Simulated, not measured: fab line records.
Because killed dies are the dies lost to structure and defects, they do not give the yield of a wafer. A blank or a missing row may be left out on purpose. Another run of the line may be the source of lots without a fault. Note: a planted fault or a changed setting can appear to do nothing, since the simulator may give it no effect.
fab line records    flow nand-harc
record: lots: 6  wafers: 18  last-day: 32
route steps=1302 shown P_ZERO_WELL@44 END@1302
lots with no fault: from the same line, run without faults
start-h: start of the lot's first displayed wafer, in hours after the record's first day    wait-h: time in hours since the lot's previous step    " identical to the entry in the row above    L1.1+2: a single row standing in for several wafers    - value missing, or start not given    * or withheld: withheld    < > ~ a bound
route shown NAME@n: a module of which the file shows steps, and the number in the route of the first    usual: the fault-free wafers' mean and standard deviation    same: alike in all rows    chamber/n: place in a boat    sites: each site's reading    _std_site: standard deviation of those values    _edge_site: inner sites' mean taken away from outer sites' mean    radius-mm: how far each site lies from the wafer's centre    mask NAME#n: copy n    behind: the tool/chamber that last shaped the wafer    hold: reason for holding the lot/hours on hold/outcome of the hold    device: names the non-switching transistor (n, p or np)    end of line: at the end of the route, the tests of the same wafers    where a step has no rows: the recipe by itself    killed: not the wafer's yield, but the dies lost to structure and defects at the first sort    map: a wafer's dies, x killed, . not, _ none there
set.NAME: the setting that was run; set.NAME@STEP: the one run at that earlier step    model.NAME: the simulator's own value behind a step, which no gauge read
certain route steps with their lots: each step a table, each wafer a row
services: when a tool's chamber went out of use (start-h, in hours from the record's first day, below 0 if earlier), for how many hours, and the reason
== steps ==
step: NHARC_P_ZERO_WELL_CD_MEAS_37
recipe: target-cd-nm: 720  landing-energy-ev: 500
usual: cd-nm: 720.1/1.5
lot.wafer  tool       chamber  start-h  wait-h  cd-nm
L717.1     cd-sem-03  0        94.09    -       721.1
L717.4     "          0        "        "       722.4
L717.5     "          0        "        "       721.4
L718.2     cd-sem-03  0        104.19   -       718.3
L718.3     "          0        "        "       718.0
L718.4     "          0        "        "       717.2
L725.1     cd-sem-03  0        174.84   -       721.9
L725.5     "          0        "        "       719.3
L725.6     "          0        "        "       719.2
L727.1     cd-sem-03  0        194.24   -       718.5
L727.3     "          0        "        "       719.8
L727.6     "          0        "        "       720.2
L729.3     cd-sem-01  0        214.07   -       718.1
L729.5     "          0        "        "       719.5
L729.6     "          0        "        "       720.3
L730.3     cd-sem-01  0        223.98   -       717.9
L730.5     "          0        "        "       717.5
L730.6     "          0        "        "       718.7
step: NHARC_P_ZERO_WELL_HARDBAKE_38
recipe: temp-c: 125  time-s: 80
step: NHARC_P_ZERO_WELL_DESCUM_39
recipe: time-s: 3  o2-flow-sccm: 200  ar-flow-sccm: 0  bias-power-w: 0  chemistry: O2
usual: drypump-motor-current-A: 5.9/0.4  oes-product-au: 0.998/0.0077  rf-vpp-V: 57.9/0.88  showerhead-plenum-p-Torr: 1.94/0.099  throttle-valve-pct: 11.312/0.01
lot.wafer  tool         chamber  start-h  wait-h  drypump-motor-current-A  oes-product-au  rf-hours-counter-h  rf-vpp-V  showerhead-plenum-p-Torr  throttle-valve-pct
L717.4     rie-diel-05  3        94.34    -       5.5                      0.991           7                   57.7      1.91                      11.314
L717.1     "            1        "        "       5.4                      0.992           13                  57.9      2.05                      11.311
L717.5     "            0        "        "       6.2                      0.984           -                   58.5      2.02                      11.313
L718.2     rie-diel-05  2        104.36   -       5.3                      1.000           16                  58.4      2.01                      11.324
L718.3     "            3        "        "       5.5                      0.997           9                   58.5      1.91                      11.304
L718.4     "            1        "        "       5.5                      0.994           -                   59.1      2.05                      11.287
L725.1     rie-diel-13  3        175.03   -       6.1                      1.000           0                   57.9      1.83                      11.320
L725.6     "            0        "        "       6.4                      1.010           -                   58.0      1.84                      11.317
L725.5     "            1        "        "       6.4                      0.992           -                   57.2      2.02                      11.323
L727.1     rie-diel-13  2        194.41   -       6.2                      1.000           6                   57.8      1.78                      11.308
L727.3     "            3        "        "       6.1                      0.989           6                   56.7      1.83                      11.301
L727.6     "            1        "        "       6.4                      0.998           -                   59.1      2.01                      11.300
L729.3     rie-diel-05  2        214.25   -       5.3                      0.995           52                  57.6      2.00                      11.312
L729.6     "            0        "        "       6.2                      1.002           -                   57.7      2.01                      11.314
L729.5     "            1        "        "       5.5                      0.994           -                   58.3      2.04                      11.321
L730.3     rie-diel-05  1        224.14   -       5.5                      0.987           52                  58.5      2.04                      11.332
L730.5     "            1        "        "       5.5                      0.992           -                   59.3      2.04                      11.293
L730.6     "            2        "        "       5.3                      0.987           -                   56.9      2.00                      11.319
step: NHARC_P_ZERO_WELL_IMPLANT_40
recipe: energy-kev: 300  dose-cm2: 1e+13  tilt-deg: 7
step: NHARC_P_ZERO_WELL_IMPLANT_59
recipe: energy-kev: 120  dose-cm2: 5e+12  tilt-deg: 7
step: NHARC_P_ZERO_WELL_IMPLANT_60
recipe: energy-kev: 30  dose-cm2: 2e+12  tilt-deg: 7
step: NHARC_P_ZERO_WELL_STRIP_41
recipe: time-s: 840  temp-c: 130  chemistry: SPM
step: NHARC_P_ZERO_WELL_DEHYDRATE_44
recipe: temp-c: 150  time-s: 120
step: NHARC_P_ZERO_WELL_HMDS_45
recipe: time-s: 30
step: NHARC_P_ZERO_WELL_COAT_46
recipe: spin-rpm: withheld
step: NHARC_P_ZERO_WELL_SOFTBAKE_47
recipe: temp-c: 122  time-s: 95
step: NHARC_P_ZERO_WELL_EBR_48
step: NHARC_P_ZERO_WELL_EXPOSE_49
recipe: na: 0.6  target-cd-nm: 2000  dose-mj: 22.64  mask-id: P_HVPW
usual: exposure-dose-mJ-cm2: 22.637/0.02  focus-offset-nm: 0.0/0.5
lot.wafer  tool            chamber  start-h  wait-h  mask      exposure-dose-mJ-cm2  focus-offset-nm
L717.1     krf-scanner-04  -        95.54    -       P_HVPW#0  -                     -
L717.4     "               -        "        "       P_HVPW#0  -                     -
L717.5     "               -        "        "       P_HVPW#0  -                     -
L718.2     krf-scanner-04  -        105.60   -       P_HVPW#0  -                     -
L718.3     "               -        "        "       P_HVPW#0  -                     -
L718.4     "               -        "        "       P_HVPW#0  -                     -
L725.1     krf-scanner-04  0        176.32   -       P_HVPW#0  22.632                0.4
L725.5     "               0        "        "       P_HVPW#0  22.616                0.8
L725.6     "               0        "        "       P_HVPW#0  22.625                0.3
L727.1     krf-scanner-04  0        195.72   -       P_HVPW#0  22.621                -0.9
L727.3     "               0        "        "       P_HVPW#0  22.673                -0.3
L727.6     "               0        "        "       P_HVPW#0  22.669                -0.9
L729.3     krf-scanner-01  0        215.43   -       P_HVPW#0  22.636                0.3
L729.5     "               0        "        "       P_HVPW#0  22.665                0.0
L729.6     "               0        "        "       P_HVPW#0  22.663                -0.3
L730.3     krf-scanner-04  0        225.47   -       P_HVPW#0  22.637                -0.6
L730.5     "               0        "        "       P_HVPW#0  22.641                0.5
L730.6     "               0        "        "       P_HVPW#0  22.635                -0.5
step: NHARC_P_ZERO_WELL_PEB_50
recipe: peb-temp-c: 118  peb-time-s: 85
step: NHARC_P_ZERO_WELL_DEVELOP_51
recipe: time-s: 70
step: NHARC_P_ZERO_WELL_CD_MEAS_52
recipe: target-cd-nm: 2000  landing-energy-ev: 500
usual: cd-nm: 2000.2/1.3
lot.wafer  tool       chamber  start-h  wait-h  cd-nm
L717.1     cd-sem-02  0        95.69    -       -
L717.4     "          0        "        "       -
L717.5     "          0        "        "       -
L718.2     cd-sem-03  0        105.75   -       -
L718.3     "          0        "        "       -
L718.4     "          0        "        "       -
L725.1     cd-sem-01  0        176.47   -       1999.8
L725.5     "          0        "        "       2001.0
L725.6     "          0        "        "       2000.9
L727.1     cd-sem-03  0        195.87   -       1999.3
L727.3     "          0        "        "       2000.1
L727.6     "          0        "        "       2001.3
L729.3     cd-sem-03  0        215.58   -       1999.6
L729.5     "          0        "        "       2000.4
L729.6     "          0        "        "       2000.4
L730.3     cd-sem-01  0        225.62   -       1999.0
L730.5     "          0        "        "       1999.3
L730.6     "          0        "        "       1998.6
step: NHARC_P_ZERO_WELL_HARDBAKE_53
recipe: temp-c: 125  time-s: 80
step: NHARC_P_ZERO_WELL_DESCUM_54
recipe: time-s: 3  o2-flow-sccm: 200  ar-flow-sccm: 0  bias-power-w: 0  chemistry: O2
usual: drypump-motor-current-A: 5.8/0.37  oes-product-au: 1.001/0.0065  rf-vpp-V: 57.9/0.94  showerhead-plenum-p-Torr: 1.94/0.094  throttle-valve-pct: 11.312/0.0091
lot.wafer  tool         chamber  start-h  wait-h  drypump-motor-current-A  oes-product-au  rf-hours-counter-h  rf-vpp-V  showerhead-plenum-p-Torr  throttle-valve-pct  model.P_ZERO_WELL.cd-nm
L717.1     rie-diel-13  3        95.89    -       6.1                      1.010           36                  58.2      1.84                      11.335              720.7
L717.4     "            2        "        "       6.3                      0.997           -                   59.1      1.79                      11.305              722.3
L717.5     "            3        "        "       6.1                      1.011           -                   58.0      1.84                      11.320              721.7
L718.4     rie-diel-07  2        105.91   -       5.9                      1.003           55                  56.9      1.91                      11.330              717.2
L718.2     "            3        "        "       6.1                      0.990           52                  58.8      2.06                      11.307              718.6
L718.3     "            1        "        "       5.7                      0.992           50                  57.5      1.83                      11.308              718.7
L725.1     rie-diel-05  2        176.67   -       5.3                      1.007           40                  57.9      2.00                      11.311              1999
L725.6     "            3        "        "       5.5                      1.005           -                   56.8      1.90                      11.334              2001
L725.5     "            0        "        "       6.2                      0.999           -                   60.0      2.01                      11.320              2001
L727.3     rie-diel-05  3        196.03   -       5.5                      1.002           37                  58.0      1.90                      11.305              2001
L727.1     "            1        "        "       5.5                      1.001           46                  56.9      2.04                      11.297              2000
L727.6     "            3        "        "       5.5                      1.004           -                   58.5      1.90                      11.303              2001
L729.3     rie-diel-07  0        215.73   -       6.1                      0.996           35                  57.4      1.78                      11.303              2000
L729.5     "            0        "        "       6.1                      1.011           -                   57.0      1.78                      11.308              2001
L729.6     "            1        "        "       5.7                      1.003           -                   57.3      1.82                      11.314              2001
L730.3     rie-diel-05  3        225.80   -       5.5                      1.006           45                  57.1      1.90                      11.308              1999
L730.6     "            1        "        "       5.5                      0.997           -                   57.4      2.04                      11.305              1999
L730.5     "            2        "        "       5.3                      0.993           -                   59.2      2.00                      11.301              1999
step: NHARC_P_ZERO_WELL_IMPLANT_55
recipe: energy-kev: 180  dose-cm2: 8e+11  tilt-deg: 7
step: NHARC_P_ZERO_WELL_IMPLANT_61
recipe: energy-kev: 30  dose-cm2: 5e+11  tilt-deg: 7
step: NHARC_P_ZERO_WELL_STRIP_56
recipe: time-s: 840  temp-c: 130  chemistry: SPM
step: NHARC_P_ZERO_WELL_PRECLEAN_68
recipe: time-s: 60  temp-c: 50  bath-age-min: 0  chemistry: SC1
step: NHARC_P_ZERO_WELL_SRD_69
step: NHARC_P_ZERO_WELL_RTA_42
recipe: temp-c: 1100  time-s: 300
usual: anneal-temp-c-max: 1106.8/1.5  lamp-power-pct: 37.3/2  wafer_temp_C_max: 1105.5/1.9
lot.wafer  tool           chamber  start-h  wait-h  anneal-temp-c-max  lamp-power-pct  wafer_temp_C_max
L717.1     rtp-anneal-02  0        96.86    -       1106.9             39.2            1108.1
L717.4     "              0        "        "       1109.0             39.3            1107.2
L717.5     "              0        "        "       1105.5             39.3            1106.8
L718.2     rtp-anneal-01  0        106.99   -       1107.2             35.4            1105.1
L718.3     "              0        "        "       1107.3             35.2            1103.9
L718.4     "              0        "        "       1106.3             35.3            1103.9
L725.1     rtp-anneal-02  0        177.61   -       1105.9             39.3            1108.1
L725.5     "              0        "        "       1111.9             39.2            1108.6
L725.6     "              0        "        "       1106.7             39.2            1106.4
L727.1     rtp-anneal-02  0        197.00   -       1107.9             39.3            1105.7
L727.3     "              0        "        "       1106.8             39.3            1106.9
L727.6     "              0        "        "       1105.5             39.3            1107.0
L729.3     rtp-anneal-02  0        216.93   -       1105.9             39.2            1107.8
L729.5     "              0        "        "       1105.5             39.3            1106.8
L729.6     "              0        "        "       1105.7             39.3            1106.9
L730.3     rtp-anneal-01  0        226.98   -       1106.5             35.3            1105.4
L730.5     "              0        "        "       1106.5             35.3            1103.0
L730.6     "              0        "        "       1106.9             35.2            1102.6
step: NHARC_P_ZERO_WELL_INSPECT_43
usual: raw-defect-count: 12/6.2
lot.wafer  tool               chamber  start-h  wait-h  raw-defect-count
L717.1     defect-inspect-02  -        97.53    0.6     1103
L717.4     "                  -        "        "       1057
L717.5     "                  -        "        "       1118
L718.2     defect-inspect-02  -        107.56   0.5     1083
L718.3     "                  -        "        "       1137
L718.4     "                  -        "        "       1065
L725.1     defect-inspect-01  -        178.29   0.6     8
L725.5     "                  -        "        "       2
L725.6     "                  -        "        "       6
L727.1     defect-inspect-01  -        197.69   0.6     13
L727.3     "                  -        "        "       16
L727.6     "                  -        "        "       11
L729.3     defect-inspect-01  -        217.40   0.4     9
L729.5     "                  -        "        "       9
L729.6     "                  -        "        "       17
L730.3     defect-inspect-01  -        227.44   0.4     12
L730.5     "                  -        "        "       4
L730.6     "                  -        "        "       21
step: NHARC_END_SORT_01
recipe: temp-c: 25
usual: killed-at-array: 56/21  killed-at-other: 1.2/1.6  killed-at-periphery: 3.7/2.5  killed-dies: 61/21  killed-open: 3.1/1.8  killed-short: 2.8/1.7
same: gross-dies: 677
lot.wafer  tool       chamber  start-h  wait-h  killed-at-array  killed-at-other  killed-at-periphery  killed-dies  killed-open  killed-short
L717.1     prober-02  0        634.08   2.4     78               5                594                  677          2            2
L717.4     prober-02  0        636.49   3.4     86               0                591                  677          3            4
L717.5     prober-02  0        637.29   3.7     68               0                609                  677          5            2
L718.2     prober-02  0        653.45   2.8     53               0                624                  677          4            3
L718.3     prober-02  0        654.25   3.1     57               2                618                  677          1            2
L718.4     prober-02  0        655.05   3.4     76               1                600                  677          4            3
L725.5     prober-01  0        701.52   3.7     65               1                4                    70           2            1
killed by level:class
L717.1 P_ZERO_WELL:area-expose=591 A_CHANNEL_HOLE_D2:chamber-film-flake=32 A_SLIT:chamber-film-flake=27 A_CONTACT:chamber-film-flake=4 THIN_TSV:chamber-film-flake=4 A_DECK1_JOINT:chamber-film-flake=3 A_CHANNEL_HOLE_D1:chamber-film-flake=3 A_CHANNEL_FILL_D2:chamber-film-flake=3
L717.4 P_ZERO_WELL:area-expose=589 A_CHANNEL_HOLE_D2:chamber-film-flake=37 A_SLIT:chamber-film-flake=24 A_CONTACT:chamber-film-flake=6 A_CHANNEL_HOLE_D1:chamber-film-flake=3 A_CHANNEL_FILL_D1:chamber-film-flake=3 A_WL_FILL:geometric-particle:short=2 A_DECK1_JOINT:chamber-film-flake=2
L717.5 P_ZERO_WELL:area-expose=604 A_CHANNEL_HOLE_D2:chamber-film-flake=29 A_SLIT:chamber-film-flake=19 A_CONTACT:chamber-film-flake=5 A_CHANNEL_HOLE_D1:chamber-film-flake=4 P_CONTACT:geometric-particle:open=2 A_DECK1_JOINT:chamber-film-flake=2 A_WL_FILL:chamber-film-flake=2
L718.2 P_ZERO_WELL:area-expose=620 A_CHANNEL_HOLE_D1:chamber-film-flake=31 A_CHANNEL_HOLE_D2:chamber-film-flake=7 A_CONTACT:chamber-film-flake=7 A_M1:chamber-film-flake=3 P_M0:geometric-particle:open=2 P_STI:geometric-particle:open=1 P_CONTACT:geometric-particle:open=1
L718.3 P_ZERO_WELL:area-expose=616 A_CHANNEL_HOLE_D1:chamber-film-flake=35 A_CHANNEL_HOLE_D2:chamber-film-flake=8 A_CONTACT:chamber-film-flake=6 A_STAIRCASE:chamber-film-flake=2 THIN_TSV:chamber-film-flake=2 A_DECK1_JOINT:geometric-particle:open=1 A_ONON_D2:geometric-particle:short=1
L718.4 P_ZERO_WELL:area-expose=599 A_CHANNEL_HOLE_D1:chamber-film-flake=32 A_CHANNEL_HOLE_D2:chamber-film-flake=15 A_CONTACT:chamber-film-flake=10 A_DECK1_JOINT:chamber-film-flake=5 A_M1:chamber-film-flake=4 A_SLIT:chamber-film-flake=2 P_M1:geometric-particle:short=1
L725.5 A_SLIT:chamber-film-flake=30 A_CHANNEL_HOLE_D2:chamber-film-flake=24 A_CHANNEL_HOLE_D1:chamber-film-flake=6 P_CONTACT:chamber-film-flake=3 A_CHANNEL_FILL_D1:chamber-film-flake=2 A_ONON_D1:geometric-particle:open=1 A_WL_FILL:geometric-particle:open=1 STARTING-WAFER:geometric-particle:short=1
map L717.1 (x killed, . not)
____________x____________
_________xxxxxxx_________
_______xxxxxxxxxxx_______
______xxxxxxxxxxxxx______
_____xxxxxxxxxxxxxxx_____
____xxxxxxxxxxxxxxxxx____
____xxxxxxxxxxxxxxxxx____
___xxxxxxxxxxxxxxxxxxx___
___xxxxxxxxxxxxxxxxxxx___
__xxxxxxxxxxxxxxxxxxxxx__
__xxxxxxxxxxxxxxxxxxxxx__
_xxxxxxxxxxxxxxxxxxxxxxx_
_xxxxxxxxxxxxxxxxxxxxxxx_
_xxxxxxxxxxxxxxxxxxxxxxx_
_xxxxxxxxxxxxxxxxxxxxxxx_
_xxxxxxxxxxxxxxxxxxxxxxx_
xxxxxxxxxxxxxxxxxxxxxxxxx
xxxxxxxxxxxxxxxxxxxxxxxxx
xxxxxxxxxxxxxxxxxxxxxxxxx
xxxxxxxxxxxxxxxxxxxxxxxxx
xxxxxxxxxxxxxxxxxxxxxxxxx
_xxxxxxxxxxxxxxxxxxxxxxx_
_xxxxxxxxxxxxxxxxxxxxxxx_
_xxxxxxxxxxxxxxxxxxxxxxx_
_xxxxxxxxxxxxxxxxxxxxxxx_
_xxxxxxxxxxxxxxxxxxxxxxx_
__xxxxxxxxxxxxxxxxxxxxx__
__xxxxxxxxxxxxxxxxxxxxx__
___xxxxxxxxxxxxxxxxxxx___
___xxxxxxxxxxxxxxxxxxx___
____xxxxxxxxxxxxxxxxx____
____xxxxxxxxxxxxxxxxx____
_____xxxxxxxxxxxxxxx_____
______xxxxxxxxxxxxx______
_______xxxxxxxxxxx_______
_________xxxxxxx_________
____________x____________
map L718.2 (x killed, . not)
____________x____________
_________xxxxxxx_________
_______xxxxxxxxxxx_______
______xxxxxxxxxxxxx______
_____xxxxxxxxxxxxxxx_____
____xxxxxxxxxxxxxxxxx____
____xxxxxxxxxxxxxxxxx____
___xxxxxxxxxxxxxxxxxxx___
___xxxxxxxxxxxxxxxxxxx___
__xxxxxxxxxxxxxxxxxxxxx__
__xxxxxxxxxxxxxxxxxxxxx__
_xxxxxxxxxxxxxxxxxxxxxxx_
_xxxxxxxxxxxxxxxxxxxxxxx_
_xxxxxxxxxxxxxxxxxxxxxxx_
_xxxxxxxxxxxxxxxxxxxxxxx_
_xxxxxxxxxxxxxxxxxxxxxxx_
xxxxxxxxxxxxxxxxxxxxxxxxx
xxxxxxxxxxxxxxxxxxxxxxxxx
xxxxxxxxxxxxxxxxxxxxxxxxx
xxxxxxxxxxxxxxxxxxxxxxxxx
xxxxxxxxxxxxxxxxxxxxxxxxx
_xxxxxxxxxxxxxxxxxxxxxxx_
_xxxxxxxxxxxxxxxxxxxxxxx_
_xxxxxxxxxxxxxxxxxxxxxxx_
_xxxxxxxxxxxxxxxxxxxxxxx_
_xxxxxxxxxxxxxxxxxxxxxxx_
__xxxxxxxxxxxxxxxxxxxxx__
__xxxxxxxxxxxxxxxxxxxxx__
___xxxxxxxxxxxxxxxxxxx___
___xxxxxxxxxxxxxxxxxxx___
____xxxxxxxxxxxxxxxxx____
____xxxxxxxxxxxxxxxxx____
_____xxxxxxxxxxxxxxx_____
______xxxxxxxxxxxxx______
_______xxxxxxxxxxx_______
_________xxxxxxx_________
____________x____________
== services ==
tool            chamber  start-h  hours  kind
krf-scanner-01  -        71.06    26.3   repair
rie-diel-05     0        71.89    6.3    repair
rie-diel-05     0        86.13    -      clean
rie-diel-05     1        86.13    -      clean
rie-diel-05     2        86.13    -      clean
rie-diel-05     3        86.13    -      clean
rie-diel-13     -        86.15    2.6    repair
krf-scanner-04  -        90.60    0.4    repair
rie-diel-13     0        94.33    11.1   repair
rie-diel-05     0        99.49    8.2    repair
rie-diel-07     3        103.16   2.4    repair
rie-diel-05     2        108.82   2.6    repair
rie-diel-05     0        110.63   -      clean
rie-diel-05     1        110.63   -      clean
rie-diel-05     3        110.63   -      clean
rie-diel-13     1        111.44   11.4   repair
rie-diel-07     -        117.33   9.0    pm
krf-scanner-01  -        119.82   10.2   repair
krf-scanner-04  -        124.66   0.7    repair
krf-scanner-01  -        140.00   4.0    pm
rie-diel-13     -        165.19   9.0    pm
krf-scanner-04  -        182.00   4.0    pm
krf-scanner-04  -        192.92   1.1    repair
rie-diel-13     1        199.95   5.9    repair
== key ==
first-sign: step: NHARC_P_ZERO_WELL_EXPOSE_49  reading: tool-record  direction: missing
effect: step: NHARC_P_ZERO_WELL_CD_MEAS_52  reading: cd-nm  direction: missing
effect: step: NHARC_P_ZERO_WELL_INSPECT_43  reading: raw-defect-count  direction: up  sigmas: 99+  usual: 12  struck: 1094
effect: step: NHARC_END_SORT_01  reading: killed-at-periphery  direction: up  sigmas: 99+  usual: 3.7  struck: 606
model-effect: step: NHARC_P_ZERO_WELL_DESCUM_54  value: P_ZERO_WELL.cd-nm  without: 2000  struck: 719.9
more-kills-born-at: NHARC_P_ZERO_WELL_EXPOSE_49@krf-scanner-04: 3619
met-at NHARC_P_ZERO_WELL_EXPOSE_49
struck-wafers L717.1,L717.4,L717.5,L718.2,L718.3,L718.4
later-rows-left-out L717.1,L717.4,L717.5,L718.2,L718.3,L718.4
tester-left-out L717,L718
fault: kind: skipped-step-whole  tool: krf-scanner-04  chamber: -  onset-h: 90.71  steps: NHARC_P_ZERO_WELL_EXPOSE_49  scope: struck-lots-only
tester-left-out: of these lots the tester's yield and bins aren't shown, on N5 and GAA mostly nor the transistor test; their killed dies are dies lost to structure and defects alone, not to doping, threshold or leakage, so they don't give the yield
later-rows-left-out: the simulator's readings of these wafers behind a module that went badly wrong aren't trusted and aren't shown, but for the sort
